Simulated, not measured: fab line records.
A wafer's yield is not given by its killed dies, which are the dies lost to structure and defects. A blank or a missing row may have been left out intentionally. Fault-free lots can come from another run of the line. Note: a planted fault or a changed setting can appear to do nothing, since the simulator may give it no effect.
Which tool is to blame? || flow nand-harc || Sampling: 11 lots, 33 wafers, 2 of 1159 route steps

== WHAT THE GAUGES SHOWED, per wafer ==
NHARC_P_ZERO_WELL_INSPECT_43.
{"lot": "L473", "measured": "day 1 19:38", "on": "defect-inspect-01", "raw-defect-count": "14 9 5"}
{"lot": "L474", "measured": "day 2 01:56", "on": "defect-inspect-01", "raw-defect-count": "10 21 5"}
{"lot": "L475", "measured": "day 2 08:08", "on": "defect-inspect-01", "raw-defect-count": "19 12 10"}
{"lot": "L476", "measured": "day 2 13:24", "on": "defect-inspect-01", "raw-defect-count": "9 9 6"}
{"lot": "L477", "measured": "day 2 19:50", "on": "defect-inspect-01", "raw-defect-count": "7 12 15"}
{"lot": "L478", "measured": "day 3 01:29", "on": "defect-inspect-02", "raw-defect-count": "9 12 12"}
{"lot": "L484", "measured": "day 4 13:42", "on": "defect-inspect-01", "raw-defect-count": "12 12 14"}
{"lot": "L485", "measured": "day 4 19:34", "on": "defect-inspect-01", "raw-defect-count": "12 7 15"}
{"lot": "L489", "measured": "day 5 19:25", "on": "defect-inspect-02", "raw-defect-count": "15 10 20"}
{"lot": "L492", "measured": "day 6 13:27", "on": "defect-inspect-02", "raw-defect-count": "4 5 11"}
{"lot": "L493", "measured": "day 6 19:46", "on": "defect-inspect-01", "raw-defect-count": "9 16 4"}

== WHICH TOOL RAN EACH LOT (tool, then ch and the chambers of the sampled wafers, then the start) ==
{"lot": "L473", "NHARC_P_ZERO_WELL_DESCUM_26": "rie-diel-07 ch 0,1,2, day 1 14:47"}
{"lot": "L474", "NHARC_P_ZERO_WELL_DESCUM_26": "rie-diel-01 ch 0,1,3, day 1 21:08"}
{"lot": "L475", "NHARC_P_ZERO_WELL_DESCUM_26": "rie-diel-07 ch 2,3, day 2 03:12"}
{"lot": "L476", "NHARC_P_ZERO_WELL_DESCUM_26": "rie-diel-11 ch 0,1,2, day 2 08:38"}
{"lot": "L477", "NHARC_P_ZERO_WELL_DESCUM_26": "rie-diel-11 ch 0,2,3, day 2 14:38"}
{"lot": "L478", "NHARC_P_ZERO_WELL_DESCUM_26": "rie-diel-07 ch 0,3, day 2 20:44"}
{"lot": "L484", "NHARC_P_ZERO_WELL_DESCUM_26": "rie-diel-07 ch 0,2,3, day 4 08:46"}
{"lot": "L485", "NHARC_P_ZERO_WELL_DESCUM_26": "rie-diel-11 ch 1,2,3, day 4 14:38"}
{"lot": "L489", "NHARC_P_ZERO_WELL_DESCUM_26": "rie-diel-11 ch 0,2,3, day 5 14:31"}
{"lot": "L492", "NHARC_P_ZERO_WELL_DESCUM_26": "rie-diel-11 ch 1,2,3, day 6 08:44"}
{"lot": "L493", "NHARC_P_ZERO_WELL_DESCUM_26": "rie-diel-11 ch 0,1,2, day 6 14:46"}
- NHARC_P_ZERO_WELL_DESCUM_26: chemistry O2, time 3 s.

== THE ANSWER, worked out from the rows above alone ==
Rule: usual is defined by the lots themselves. The widest of any qualifying gaps counts: lots, ordered by their means at a reading, are off when they make up no more than a third of the lots, leave a main group of 4 or more, and stand apart from it by 3 or more times the standard deviation of that group's means. A main group is skipped when, at the precision printed for the reading in the tables above, its means are all equal. Also off: a lot with no number at a reading for which 4 or more lots have one. Where the step has rows for the other lots, those lots are counted as sound.
None of the lots is off at any reading shown; this tells nothing.

== WHAT THE SIMULATOR PUT IN ==
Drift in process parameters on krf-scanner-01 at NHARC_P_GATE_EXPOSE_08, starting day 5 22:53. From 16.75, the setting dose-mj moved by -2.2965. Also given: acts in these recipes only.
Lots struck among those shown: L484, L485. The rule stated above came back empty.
